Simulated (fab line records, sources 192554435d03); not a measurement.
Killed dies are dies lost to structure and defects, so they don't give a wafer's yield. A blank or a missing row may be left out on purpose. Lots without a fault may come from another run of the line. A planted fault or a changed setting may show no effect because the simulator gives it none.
fab line records | flow n5_finfet
record lots=10 wafers=30 last_day=19
route steps=1938 shown SD_EPI_P@316 ILD0@335 BEOL_M4@1111 PASSIVATION@1936
lots that met no fault: from a run of the same line without faults
start_h: hours from the record's first day to the start of the lot's first wafer shown | wait_h: hours since the lot's step before | " the same as in the row above | L1.1+2: a row that stands for several wafers | - no value, or no start given | * or withheld: withheld | < > ~ a bound
route shown NAME@n: a module of which the file shows steps, and the number in the route of the first | usual: mean/standard deviation of fault-free wafers | same: alike in all rows | chamber/n: place in a boat | sites: the reading at each site | _std_site: their standard deviation | _edge_site: outer sites' mean less inner sites' | radius_mm: how far each site lies from the wafer's centre | mask NAME#n: copy n | behind: the tool/chamber that last shaped the wafer | hold: why the lot was held/for how many hours/how that ended | device: the transistor (n, p or np) that didn't switch | end of line: the same wafers' tests at the end of the route | a step without rows: its recipe alone | killed: dies lost to structure and defects at the first sort, not the wafer's yield | map: a wafer's dies, x killed, . not, _ none there
set.NAME: the setting as run; set.NAME@STEP: as run at that earlier step | model.NAME: the simulator's own value behind a step, which no gauge read
steps of the route over a sample of lots; a table a step, a row a wafer
services: from which hour (start_h, from the record's first day; less than 0 if before it) a tool's chamber was out of use, for how many hours, and why
## steps
# step N5_SD_EPI_P_STRIP_40
# recipe chemistry=N2/H2 power_w=1000 temp_c=250 h2_frac=0.65 overash_fraction=0.3 pressure_mtorr=withheld n2_flow_sccm=1750 h2_flow_sccm=3250
# usual drypump_motor_current_A=5.74/0.14 heater_power_w=358/18 n2_flow_sccm=1751/5.2 oes_product_au=0.762/0.012 temp_c=250.00/0.19
# columns lot.wafer tool chamber start_h wait_h drypump_motor_current_A heater_power_w n2_flow_sccm oes_product_au rf_hours_counter_h temp_c
L831.2 plasma_asher-02 0 90.78 0.0 5.84 362 1748 0.754 91 250.05
L831.3 " 0 " " 5.83 355 1747 0.739 - 249.89
L831.4 " 1 " " 5.54 365 1744 0.735 - 249.67
L832.3 plasma_asher-02 0 98.28 0.0 5.88 368 1751 0.763 - 249.93
L832.4 " 1 " " 5.57 352 1753 0.763 - 250.16
L832.6 " 1 " " 5.55 357 1752 0.770 - 249.94
L833.3 plasma_asher-01 0 106.54 0.0 5.90 384 1749 0.742 - 250.04
L833.4 " 1 " " 5.63 333 1755 0.774 - 249.77
L833.6 " 0 " " 5.94 381 1746 0.770 - 250.32
L837.1 plasma_asher-01 1 126.02 0.0 5.63 327 1758 0.762 43 249.94
L837.2 " 0 " " 5.90 393 1748 0.735 43 250.15
L837.3 " 1 " " 5.64 340 1749 0.751 - 250.04
L839.1 plasma_asher-02 1 135.91 0.0 5.56 350 1754 0.795 99 249.77
L839.4 " 0 " " 5.87 355 1749 0.766 - 249.88
L839.5 " 0 " " 5.85 358 1756 0.760 - 250.19
L840.1 plasma_asher-01 0 143.36 0.0 5.91 388 1740 0.753 47 249.73
L840.4 " 1 " " 5.64 339 1747 0.758 - 250.33
L840.6 " 0 " " 5.96 392 1751 0.766 - 249.79
L841.1 plasma_asher-02 0 152.06 0.0 5.86 355 1757 0.781 102 249.83
L841.5 " 1 " " 5.58 348 1749 0.752 - 249.89
L841.6 " 0 " " 5.81 357 1765 0.770 - 249.65
L842.1 plasma_asher-02 1 155.26 0.4 5.60 355 1744 0.751 102 250.22
L842.2 " 0 " " 5.82 365 1751 0.767 102 250.04
L842.4 " 1 " " 5.60 357 1753 0.778 - 250.08
L848.1 plasma_asher-01 0 193.10 0.0 5.94 383 1755 0.758 59 250.34
L848.3 " 0 " " 5.97 388 1750 0.756 - 249.88
L848.6 " 1 " " 5.63 331 1760 0.763 - 250.24
L847.1 plasma_asher-02 0 194.48 0.0 5.86 359 1757 0.778 108 249.94
L847.3 " 0 " " 5.79 364 1754 0.774 - 249.75
L847.4 " 1 " " 5.57 351 1747 0.756 - 250.14
# step N5_ILD0_LINER_00
# recipe material=SiNx target_thk_a=40 temp_c=400 ald_precursor_family=SiH2I2 ald_co_reactant=N2/H2-plasma pulse_time_s=1 purge_time_s=2 co_reactant_purge_time_s=2 ald_cycles=80 pressure_torr=2
# usual heater_power_w=830/73 precursor_pulse_height_rel=0.998/0.021
# columns lot.wafer tool chamber start_h wait_h heater_power_w precursor_pulse_height_rel
L831.2 ald_sin-02 1 94.48 0.0 863 0.977
L831.3 " 3 " " 760 0.992
L831.4 " 0 " " 757 1.000
L832.3 ald_sin-04 2 102.02 0.0 849 1.015
L832.4 " 0 " " 921 1.001
L832.6 " 0 " " 925 0.984
L833.3 ald_sin-01 0 110.58 0.4 805 0.975
L833.4 " 2 " " 710 0.996
L833.6 " 0 " " 795 0.962
L837.1 ald_sin-02 1 130.13 0.1 868 1.014
L837.2 " 0 " " 750 0.992
L837.3 " 3 " " 771 0.970
L839.1 ald_sin-02 2 140.55 1.0 1010 0.996
L839.4 " 3 " " 772 0.979
L839.5 " 3 " " 768 1.003
L840.1 ald_sin-04 1 147.04 0.0 875 1.012
L840.4 " 0 " " 943 0.986
L840.6 " 1 " " 863 0.999
L841.1 ald_sin-01 1 155.85 0.0 892 1.005
L841.5 " 0 " " 816 1.023
L841.6 " 1 " " 869 0.998
L842.1 ald_sin-02 1 159.77 0.0 872 0.998
L842.2 " 0 " " 760 1.006
L842.4 " 3 " " 778 0.985
L848.1 ald_sin-04 0 196.79 0.0 924 1.028
L848.3 " 1 " " 858 0.996
L848.6 " 2 " " 834 0.993
L847.1 ald_sin-02 1 198.34 0.2 880 1.021
L847.3 " 0 " " 802 0.984
L847.4 " 3 " " 759 1.009
# step N5_ILD0_CMP_07
# recipe stop_on=poly-Si material=SiO2_flowable t_overpolish_s=1.18 post_cmp_clean=alkaline_brush down_force_psi=4.1491 platen_rpm=51.796 pad_velocity_m_s=1.0306 target_thk_nm=138.88
# usual edge_zone_pressure_frac=1.000/0.0051 head_pressure_psi=4.149/0.0079 motor_current_A=12.3/1.6
# columns lot.wafer tool chamber start_h wait_h edge_zone_pressure_frac head_pressure_psi motor_current_A
L831.3 cmp-03 2 97.18 0.0 - - -
L831.2 " 3 " " - - -
L831.4 " 1 " " - - -
L832.3 cmp-03 3 104.75 0.1 - - -
L832.4 " 1 " " - - -
L832.6 " 2 " " - - -
L833.3 cmp-01 1 113.27 0.0 - - -
L833.4 " 0 " " - - -
L833.6 " 1 " " - - -
L837.3 cmp-03 3 132.83 0.0 0.999 4.146 11.4
L837.2 " 0 " " 1.005 4.138 12.6
L837.1 " 2 " " 1.009 4.150 11.4
L839.1 cmp-02 0 143.32 0.1 1.003 4.155 10.5
L839.4 " 1 " " 0.998 4.152 16.4
L839.5 " 2 " " 0.997 4.142 13.6
L840.1 cmp-01 1 149.74 0.0 1.002 4.140 10.4
L840.4 " 3 " " 0.995 4.137 12.8
L840.6 " 1 " " 1.002 4.132 10.4
L841.1 cmp-02 0 158.61 0.1 0.990 4.139 10.5
L841.6 " 2 " " 1.000 4.155 14.3
L841.5 " 3 " " 1.001 4.148 13.4
L842.2 cmp-01 1 162.46 0.0 1.000 4.142 10.6
L842.4 " 3 " " 1.002 4.160 12.2
L842.1 " 0 " " 0.998 4.143 12.4
L848.1 cmp-03 1 199.71 0.2 1.008 4.161 11.0
L848.3 " 3 " " 1.001 4.166 11.2
L848.6 " 0 " " 1.004 4.151 13.2
L847.1 cmp-03 2 201.05 0.0 0.997 4.155 12.2
L847.3 " 3 " " 0.997 4.146 11.3
L847.4 " 0 " " 0.997 4.143 12.7
# step N5_ILD0_THK_MEAS_08
# usual thk_nm=139.0/1.3
# columns lot.wafer tool chamber start_h wait_h thk_nm
L831.2 film_metro-01 - 97.48 0.2 200.9
L831.3 " - " " 199.3
L831.4 " - " " 197.8
L832.3 film_metro-02 - 105.01 0.2 199.4
L832.4 " - " " 196.6
L832.6 " - " " 196.6
L833.3 film_metro-02 - 113.57 0.3 197.4
L833.4 " - " " 198.0
L833.6 " - " " 197.4
L837.1 film_metro-02 - 133.13 - 140.0
L837.2 " - " " 137.2
L837.3 " - " " 137.7
L839.1 film_metro-01 - 143.54 - 139.4
L839.4 " - " " 137.7
L839.5 " - " " 138.5
L840.1 film_metro-02 - 150.04 - 137.4
L840.4 " - " " 138.4
L840.6 " - " " 137.5
L841.1 film_metro-02 - 158.83 - 139.5
L841.5 " - " " 139.3
L841.6 " - " " 139.5
L842.1 film_metro-01 - 162.75 - 139.3
L842.2 " - " " 138.6
L842.4 " - " " 138.7
L848.1 film_metro-02 - 199.96 - 138.9
L848.3 " - " " 138.2
L848.6 " - " " 137.7
L847.1 film_metro-02 - 201.34 - 140.7
L847.3 " - " " 139.9
L847.4 " - " " 137.2
# step N5_ILD0_ALD_15
# recipe material=SiNx target_thk_a=240 temp_c=400 ald_precursor_family=SiH2I2 ald_co_reactant=N2/H2-plasma pulse_time_s=1 ald_cycles=480 purge_time_s=2 co_reactant_purge_time_s=2 pressure_torr=2
# usual heater_power_w=856/77 precursor_pulse_height_rel=1.001/0.019
# columns lot.wafer tool chamber start_h wait_h heater_power_w precursor_pulse_height_rel
L831.2 ald_sin-04 3 98.20 0.5 895 1.027
L831.3 " 2 " " 813 1.029
L831.4 " 0 " " 937 1.007
L832.3 ald_sin-01 3 105.73 0.4 802 1.044
L832.4 " 1 " " 891 1.026
L832.6 " 1 106.81 1.1 893 1.021
L833.3 ald_sin-02 1 114.32 0.4 868 1.044
L833.4 " 3 " " 769 1.000
L833.6 " 0 115.41 1.1 768 0.998
L837.1 ald_sin-04 2 133.85 0.6 837 0.966
L837.2 " 1 " " 885 0.999
L837.3 " 3 " " 902 1.008
L839.1 ald_sin-01 2 144.79 1.1 706 0.992
L839.4 " 3 " " 825 1.000
L839.5 " 2 145.88 1.8 735 1.025
L840.1 ald_sin-04 1 151.01 0.8 861 1.010
L840.4 " 3 " " 898 1.023
L840.6 " 2 152.10 1.4 851 0.991
L841.1 ald_sin-04 3 159.55 0.6 883 0.983
L841.5 " 0 160.63 1.2 924 1.002
L841.6 " 3 " " 895 1.007
L842.1 ald_sin-02 1 163.49 0.6 858 0.972
L842.2 " 3 " " 738 0.988
L842.4 " 2 " " 1025 0.997
L848.1 ald_sin-02 2 201.34 1.1 1021 1.015
L848.3 " 0 " " 776 0.970
L848.6 " 1 202.43 1.1 916 1.026
L847.1 ald_sin-04 0 202.18 0.7 959 1.039
L847.3 " 3 " " 865 0.972
L847.4 " 2 " " 834 0.984
# step N5_BEOL_M4_RC_MEAS_101
# usual DIBL_N=36.1/1.6 DIBL_P=35.7/1.8 IOFF_N=0.159/0.027 IOFF_P=0.21/0.03 ION_N=673/10 ION_P=462/7.4 SS_N=71.4/0.56 SS_P=73.2/0.61 VT_N=249.7/3 VT_P=-250/3.1
# columns lot.wafer tool chamber start_h wait_h DIBL_N[mV/V] DIBL_P[mV/V] IOFF_N[nA/um] IOFF_P[nA/um] ION_N[uA/um] ION_P[uA/um] SS_N[mV/dec] SS_P[mV/dec] VT_N[mV] VT_P[mV]
L837.1 prober-01 0 237.41 0.0 38.7 37.3 0.185 0.24 683 466 71.8 73.4 248.5 -250
L837.2 " 0 " " 37.7 36.7 0.170 0.22 676 463 71.8 74.3 249.2 -248
L837.3 " 0 " " 36.6 34.5 0.151 0.19 654 450 71.3 73.6 253.6 -251
L839.1 prober-02 0 252.43 0.0 35.3 35.3 0.144 0.19 664 458 70.8 73.9 253.9 -252
L839.4 " 0 " " 33.6 33.2 0.117 0.18 641 453 71.1 72.3 256.6 -251
L839.5 " 0 " " 34.6 35.1 0.140 0.19 662 454 71.1 74.0 250.2 -251
L840.1 prober-01 0 255.28 0.0 39.8 39.4 0.213 0.26 686 463 72.4 75.0 248.3 -249
L840.4 " 0 " " 38.1 36.4 0.185 0.20 687 461 71.5 73.2 247.3 -253
L840.6 " 0 " " 38.0 36.1 0.174 0.19 683 456 71.9 73.5 248.9 -253
L841.1 prober-02 0 255.59 0.0 36.1 36.2 0.161 0.22 682 473 72.0 72.8 248.9 -245
L841.5 " 0 " " 35.4 35.9 0.151 0.22 681 466 71.7 73.7 250.4 -246
L841.6 " 0 " " 37.2 38.5 0.198 0.26 694 471 71.3 72.9 244.0 -246
L842.1 prober-02 0 276.55 0.0 35.1 36.0 0.152 0.20 684 468 71.3 72.8 249.8 -252
L842.2 " 0 " " 38.1 38.5 0.243 0.25 688 466 72.3 73.2 242.1 -249
L842.4 " 0 " " 35.5 36.5 0.172 0.20 685 461 72.0 72.8 246.1 -249
L848.1 prober-02 0 328.91 0.0 34.9 33.0 0.124 0.19 667 465 70.6 72.9 250.1 -249
L848.3 " 0 " " 40.0 39.2 0.210 0.30 684 473 71.4 75.1 246.3 -246
L848.6 " 0 " " 37.2 35.1 0.147 0.23 675 478 70.6 73.6 249.8 -248
L847.1 prober-01 0 341.71 0.0 35.2 34.8 0.156 0.22 662 460 71.1 73.1 247.2 -244
L847.3 " 0 " " 34.7 33.7 0.139 0.20 670 468 70.9 72.1 251.6 -245
L847.4 " 0 " " 36.7 36.9 0.201 0.26 694 482 71.0 73.1 243.3 -242
# step N5_PASSIVATION_PROBE_49
# usual defect_limited_yield=91.0/1.3 killed_at_M0_to_M3=33/10 killed_at_M4_up=14/5.6 killed_at_contacts=12/5.8 killed_at_front_end=43/11 killed_at_other=4.1/2.8 killed_dies=106/15 killed_on_rim=14/3.9 killed_open=70/12 killed_short=34/7.5 sort_bin_4_leakage=0.00/0.0099 sort_bin_5_function=5.3/0.88 sort_bin_6_memory=3.3/0.64 sort_bin_8_speed=0.00/0.016 sort_n_pass=1074/15 sort_yield_pct=91.0/1.3
# same gross_dies=1180 killed_at_back_side=0
# columns lot.wafer tool chamber start_h wait_h defect_limited_yield[%] killed_at_M0_to_M3 killed_at_M4_up killed_at_contacts killed_at_front_end killed_at_other killed_dies killed_on_rim killed_open killed_short sort_bin_4_leakage[%] sort_bin_5_function[%] sort_bin_6_memory[%] sort_bin_8_speed[%] sort_n_pass sort_yield_pct[%]
L831.2 prober-02 - 303.49 0.1 0 22 17 20 1114 7 1180 152 79 50 0 95.5 4.1 0 0 0
L831.3 prober-02 - 303.54 0.1 0 29 11 17 1119 4 1180 152 96 29 0 96.2 3.6 0 0 0
L831.4 prober-02 - 303.59 0.2 0 33 11 21 1107 8 1180 152 100 23 0 95.3 4.6 0 0 0
L832.3 prober-01 - 317.59 0.1 0 30 13 13 1123 1 1180 152 89 25 0 96.0 3.7 0 0 0
L832.4 prober-01 - 317.64 0.2 0 16 10 14 1137 3 1180 152 66 30 0 96.6 3.1 0 0 0
L832.6 prober-01 - 317.74 0.3 0 27 12 24 1112 5 1180 152 77 29 0 96.9 2.9 0 0 0
L837.1 prober-01 - 340.72 0.0 89.9 48 18 11 37 5 119 16 87 32 0 6.2 3.6 0 1061 89.9
L837.2 prober-01 - 340.77 0.1 91.4 27 19 1 49 6 102 14 65 37 0 4.5 3.7 0 1078 91.4
L837.3 prober-01 - 340.82 0.1 91.6 34 15 7 36 7 99 13 60 38 0 4.3 3.6 0 1081 91.6
L840.1 prober-01 - 356.70 0.0 91.7 26 12 4 52 4 98 14 62 35 0 5.5 2.6 0 1082 91.7
L840.4 prober-01 - 356.85 0.2 90.1 43 24 1 47 2 117 18 69 42 0 6.0 3.1 0 1063 90.1
L840.6 prober-01 - 356.95 0.3 91.8 39 13 7 36 2 97 15 67 24 0 5.1 2.9 0 1083 91.8
L839.1 prober-01 - 364.86 0.0 92.8 28 11 17 25 4 85 8 55 29 0 4.3 2.6 0 1095 92.8
L839.4 prober-01 - 365.01 0.2 93.1 27 11 6 33 5 82 11 55 25 0 3.9 2.7 0.08 1097 93.0
L839.5 prober-01 - 365.06 0.2 93.1 25 8 9 26 13 81 17 53 27 0 4.1 2.4 0 1099 93.1
L841.1 prober-01 - 367.95 0.0 94.2 26 6 12 22 2 68 10 39 27 0 3.7 1.8 0 1112 94.2
L841.5 prober-01 - 368.15 0.2 91.9 28 11 9 38 9 95 13 57 37 0 4.2 3.3 0 1085 91.9
L841.6 prober-01 - 368.20 0.3 91.2 33 16 16 32 7 104 11 77 27 0 4.9 3.6 0 1076 91.2
L842.1 prober-01 - 376.18 0.0 91.9 17 28 8 38 5 96 8 63 33 0 5.2 2.5 0 1084 91.9
L842.2 prober-01 - 376.23 0.1 91.4 19 16 12 51 3 101 16 66 34 0.08 4.7 3.6 0 1078 91.4
L842.4 prober-01 - 376.33 0.2 91.4 20 21 17 42 2 102 8 62 38 0 4.8 3.5 0 1078 91.4
L848.1 prober-01 - 426.49 0.0 88.4 45 12 14 63 3 137 24 84 45 0 6.4 4.3 0 1043 88.4
L848.3 prober-01 - 426.59 0.1 91.1 25 9 15 56 0 105 20 71 32 0 5.0 3.6 0 1075 91.1
L848.6 prober-01 - 426.74 0.3 89.2 33 15 11 66 2 127 17 98 27 0 6.6 3.9 0 1053 89.2
L847.1 prober-01 - 449.96 0.0 91.0 40 7 18 36 5 106 14 65 39 0 5.3 3.1 0 1074 91.0
L847.3 prober-01 - 450.06 0.1 93.5 27 9 5 30 6 77 11 47 25 0 4.2 2.0 0 1103 93.5
L847.4 prober-01 - 450.11 0.2 91.8 32 12 22 28 3 97 12 68 27 0 4.8 3.1 0 1083 91.8
# killed by level:class
L831.2 ILD0:area_cmp=1051 STI_FIN_REVEAL:geometric_particle:open=17 MOL_CONTACT_COAG:geometric_particle:open=17 FIN_SAQP:geometric_particle:open=9 BEOL_M2:geometric_particle:open=8 FIN_SAQP:geometric_particle:short=7 BEOL_M0_SAQP:geometric_particle:short=7 BEOL_M4:geometric_particle:open=7
L831.3 ILD0:area_cmp=1055 STI_FIN_REVEAL:geometric_particle:open=26 MOL_CONTACT_COAG:geometric_particle:open=13 BEOL_M2:geometric_particle:open=8 BEOL_M4:geometric_particle:open=8 BEOL_M1:geometric_particle:open=7 FIN_SAQP:geometric_particle:open=6 FIN_SAQP:geometric_particle:short=5
L831.4 ILD0:area_cmp=1057 STI_FIN_REVEAL:geometric_particle:open=21 MOL_CONTACT_COAG:geometric_particle:open=18 BEOL_M2:geometric_particle:open=14 BEOL_M4:geometric_particle:open=7 BEOL_M1:geometric_particle:open=6 DUMMY_GATE:geometric_particle:open=5 STI_FIN_REVEAL:geometric_particle:short=4
L832.3 ILD0:area_cmp=1063 STI_FIN_REVEAL:geometric_particle:open=18 FIN_SAQP:geometric_particle:open=13 MOL_CONTACT_COAG:geometric_particle:open=10 BEOL_M2:geometric_particle:open=10 DUMMY_GATE:geometric_particle:open=7 BEOL_M0_SAQP:geometric_particle:short=7 STARTING-WAFER:geometric_particle:open=7
L832.4 ILD0:area_cmp=1084 STI_FIN_REVEAL:geometric_particle:open=15 FIN_SAQP:geometric_particle:open=13 MOL_CONTACT_COAG:geometric_particle:open=12 DUMMY_GATE:geometric_particle:open=8 BEOL_M0_SAQP:geometric_particle:short=8 FIN_SAQP:geometric_particle:short=6 BEOL_M0_SAQP:geometric_particle:open=3
L832.6 ILD0:area_cmp=1071 MOL_CONTACT_COAG:geometric_particle:open=21 FIN_SAQP:geometric_particle:open=14 FIN_SAQP:geometric_particle:short=13 BEOL_M1:geometric_particle:open=13 BEOL_M4:geometric_particle:open=6 BEOL_M2:geometric_particle:open=5 DUMMY_GATE:geometric_particle:open=3
L837.1 BEOL_M0_SAQP:geometric_particle:open=14 FIN_SAQP:geometric_particle:open=11 MOL_CONTACT_COAG:geometric_particle:open=10 BEOL_M3:geometric_particle:open=9 BEOL_M1:geometric_particle:open=7 STI_FIN_REVEAL:geometric_particle:open=6 BEOL_M0_SAQP:geometric_particle:short=6 BEOL_M4:geometric_particle:open=6
L837.2 BEOL_M0_SAQP:geometric_particle:short=13 STI_FIN_REVEAL:geometric_particle:open=12 FIN_SAQP:geometric_particle:short=11 FIN_SAQP:geometric_particle:open=8 BEOL_M4:geometric_particle:open=8 DUMMY_GATE:geometric_particle:open=7 BEOL_M0_SAQP:geometric_particle:open=5 BEOL_M2:geometric_particle:open=4
L837.3 BEOL_M0_SAQP:geometric_particle:open=14 BEOL_M0_SAQP:geometric_particle:short=13 FIN_SAQP:geometric_particle:short=8 BEOL_M4:geometric_particle:open=7 STI_FIN_REVEAL:geometric_particle:open=6 MOL_CONTACT_COAG:geometric_particle:open=6 FIN_SAQP:geometric_particle:open=4 DUMMY_GATE:geometric_particle:open=4
L840.1 FIN_SAQP:geometric_particle:open=12 STI_FIN_REVEAL:geometric_particle:open=12 FIN_SAQP:geometric_particle:short=10 STI_FIN_REVEAL:geometric_particle:short=7 BEOL_M1:geometric_particle:open=5 BEOL_M0_SAQP:geometric_particle:open=4 BEOL_M0:geometric_particle:open=4 BEOL_M1:geometric_particle:short=4
L840.4 BEOL_M4:geometric_particle:open=12 BEOL_M3:geometric_particle:open=11 STI_FIN_REVEAL:geometric_particle:open=9 FIN_SAQP:geometric_particle:short=8 BEOL_M0_SAQP:geometric_particle:short=7 BEOL_M0_SAQP:geometric_particle:open=7 BEOL_M1:geometric_particle:open=6 BEOL_M4:geometric_particle:short=5
L840.6 DUMMY_GATE:geometric_particle:open=9 BEOL_M1:geometric_particle:open=9 BEOL_M3:geometric_particle:open=8 FIN_SAQP:geometric_particle:open=7 STI_FIN_REVEAL:geometric_particle:open=7 MOL_CONTACT_COAG:geometric_particle:open=6 BEOL_M0_SAQP:geometric_particle:open=6 BEOL_M0_SAQP:geometric_particle:short=4
L839.1 MOL_CONTACT_COAG:geometric_particle:open=14 BEOL_M0_SAQP:geometric_particle:short=9 FIN_SAQP:geometric_particle:open=7 FIN_SAQP:geometric_particle:short=6 BEOL_M1:geometric_particle:open=6 BEOL_M4:geometric_particle:open=6 BEOL_M0_SAQP:geometric_particle:open=5 MOL_CONTACT_COAG:geometric_particle:short=3
L839.4 BEOL_M0_SAQP:geometric_particle:open=10 FIN_SAQP:geometric_particle:open=8 BEOL_M0_SAQP:geometric_particle:short=6 BEOL_M2:geometric_particle:open=6 FIN_SAQP:geometric_particle:short=4 ILD0:geometric_particle:open=4 MOL_CONTACT_COAG:geometric_particle:open=4 BEOL_M1:geometric_particle:open=4
L839.5 MOL_CONTACT_COAG:geometric_particle:open=9 BEOL_M0_SAQP:geometric_particle:short=8 FIN_SAQP:geometric_particle:short=7 FIN_SAQP:geometric_particle:open=6 STI_FIN_REVEAL:geometric_particle:open=6 BEOL_M1:geometric_particle:open=5 BEOL_M2:geometric_particle:open=5 PASS1_DEP:geometric_particle:open=5
L841.1 BEOL_M1:geometric_particle:open=10 MOL_CONTACT_COAG:geometric_particle:open=9 FIN_SAQP:geometric_particle:short=8 BEOL_M0_SAQP:geometric_particle:short=4 BEOL_M2:geometric_particle:open=4 FIN_SAQP:geometric_particle:open=3 MOL_CONTACT_COAG:geometric_particle:short=3 BEOL_M0_SAQP:geometric_particle:open=3
L841.5 FIN_SAQP:geometric_particle:open=10 MOL_CONTACT_COAG:geometric_particle:open=8 BEOL_M3:geometric_particle:open=7 GATE_CUT:geometric_particle:short=6 BEOL_M2:geometric_particle:open=6 FIN_SAQP:geometric_particle:short=5 BEOL_M2:geometric_particle:short=5 BEOL_M0_SAQP:geometric_particle:short=5
L841.6 MOL_CONTACT_COAG:geometric_particle:open=14 BEOL_M3:geometric_particle:open=13 DUMMY_GATE:geometric_particle:open=10 BEOL_M1:geometric_particle:open=6 STI_FIN_REVEAL:geometric_particle:open=5 BEOL_M5:geometric_particle:open=5 BEOL_M0_SAQP:geometric_particle:short=4 BEOL_M2:geometric_particle:open=4
L842.1 BEOL_M4:geometric_particle:open=12 FIN_SAQP:geometric_particle:open=8 DUMMY_GATE:geometric_particle:open=8 FIN_SAQP:geometric_particle:short=7 MOL_CONTACT_COAG:geometric_particle:open=6 BEOL_M5:geometric_particle:open=6 BEOL_M0_SAQP:geometric_particle:short=5 BEOL_M4:geometric_particle:short=5
L842.2 STI_FIN_REVEAL:geometric_particle:open=10 BEOL_M4:geometric_particle:open=9 FIN_SAQP:geometric_particle:open=7 FIN_SAQP:geometric_particle:short=7 MOL_CONTACT_COAG:geometric_particle:open=6 DUMMY_GATE:geometric_particle:open=5 MOL_CONTACT_COAG:geometric_particle:short=5 BEOL_M3:geometric_particle:open=5
L842.4 BEOL_M4:geometric_particle:open=12 FIN_SAQP:geometric_particle:short=10 MOL_CONTACT_COAG:geometric_particle:open=10 BEOL_M2:geometric_particle:open=9 FIN_SAQP:geometric_particle:open=7 MOL_CONTACT_COAG:geometric_particle:short=6 STARTING-WAFER:geometric_particle:short=5 DUMMY_GATE:geometric_particle:short=4
L848.1 FIN_SAQP:geometric_particle:open=14 FIN_SAQP:geometric_particle:short=12 BEOL_M3:geometric_particle:open=12 STI_FIN_REVEAL:geometric_particle:open=12 BEOL_M0_SAQP:geometric_particle:open=9 MOL_CONTACT_COAG:geometric_particle:open=9 GATE_CUT:geometric_particle:open=7 BEOL_M0_SAQP:geometric_particle:short=6
L848.3 STI_FIN_REVEAL:geometric_particle:open=13 MOL_CONTACT_COAG:geometric_particle:open=11 FIN_SAQP:geometric_particle:open=10 GATE_CUT:geometric_particle:short=8 DUMMY_GATE:geometric_particle:open=7 BEOL_M3:geometric_particle:open=6 FIN_SAQP:geometric_particle:short=4 MOL_CONTACT_COAG:geometric_particle:short=4
L848.6 STI_FIN_REVEAL:geometric_particle:open=20 FIN_SAQP:geometric_particle:open=19 MOL_CONTACT_COAG:geometric_particle:open=10 BEOL_M3:geometric_particle:open=10 BEOL_M1:geometric_particle:open=8 GATE_CUT:geometric_particle:short=7 BEOL_M5:geometric_particle:open=6 BEOL_M4:geometric_particle:open=5
L847.1 BEOL_M0_SAQP:geometric_particle:short=13 MOL_CONTACT_COAG:geometric_particle:open=12 FIN_SAQP:geometric_particle:open=9 BEOL_M0_SAQP:geometric_particle:open=8 BEOL_M2:geometric_particle:open=6 MOL_CONTACT_COAG:geometric_particle:short=6 BEOL_M3:geometric_particle:open=6 FIN_SAQP:geometric_particle:short=5
L847.3 STI_FIN_REVEAL:geometric_particle:open=13 BEOL_M1:geometric_particle:open=8 BEOL_M0_SAQP:geometric_particle:open=7 FIN_SAQP:geometric_particle:short=5 MOL_CONTACT_COAG:geometric_particle:open=5 BEOL_M0_SAQP:geometric_particle:short=5 BEOL_M3:geometric_particle:short=4 BEOL_M8:geometric_particle:open=4
L847.4 MOL_CONTACT_COAG:geometric_particle:open=20 BEOL_M0_SAQP:geometric_particle:short=7 BEOL_M0_SAQP:geometric_particle:open=7 STI_FIN_REVEAL:geometric_particle:open=5 DUMMY_GATE:geometric_particle:open=5 BEOL_M3:geometric_particle:open=5 BEOL_M4:geometric_particle:open=5 FIN_SAQP:geometric_particle:short=4
## services
# columns tool chamber start_h hours kind
ald_sin-04 0 68.83 2.1 repair
cmp-03 - 73.17 2.2 repair
cmp-02 - 80.54 0.3 repair
ald_sin-01 - 85.86 14.0 pm
ald_sin-01 0 85.86 14.0 vent_cycle
ald_sin-01 1 85.86 14.0 vent_cycle
ald_sin-01 2 85.86 14.0 vent_cycle
ald_sin-01 3 85.86 14.0 vent_cycle
cmp-03 - 86.36 0.6 repair
cmp-01 - 95.58 2.7 repair
ald_sin-01 0 99.86 - clean
ald_sin-01 1 99.86 - clean
cmp-03 - 108.70 7.0 pm
plasma_asher-02 - 120.05 2.5 pm
cmp-03 - 121.70 1.0 repair
cmp-02 - 135.10 3.0 pm
ald_sin-02 - 144.29 6.0 pm
plasma_asher-02 - 146.20 4.0 pm
cmp-03 - 171.85 0.3 repair
ald_sin-02 0 173.72 1.7 repair
ald_sin-01 1 184.53 5.7 repair
ald_sin-02 3 187.52 4.0 repair
cmp-01 - 188.53 14.5 pm
cmp-02 - 202.24 0.3 repair
## key
first_sign step=N5_ILD0_CMP_07 reading=tool_record direction=missing
effect step=N5_ILD0_THK_MEAS_08 reading=thk_nm direction=up sigmas=46 usual=* struck=*
effect step=N5_PASSIVATION_PROBE_49 reading=sort_bin_5_function direction=up sigmas=99+ usual=5.3 struck=96.1
more_kills_born_at N5_ILD0_CMP_07@cmp-03=6379
met_at N5_ILD0_CMP_07
struck_lots L831,L832,L833
rows_end L833.3,L833.4,L833.6
later_rows_left_out L831.2,L831.3,L831.4,L832.3,L832.4,L832.6
not_acting_at N5_SD_EPI_P_STRIP_40,N5_ILD0_LINER_00,N5_ILD0_ALD_15
fault kind=skipped_step_whole tool=cmp-01,cmp-03 chamber=- onset_h=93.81 steps=N5_ILD0_CMP_07 scope=struck_lots_only
# later_rows_left_out: the simulator's readings of these wafers behind a module that went badly wrong aren't trusted and aren't shown, but for the sort
# rows_end: these wafers met a further fault down the route, and their rows from its step on are left out
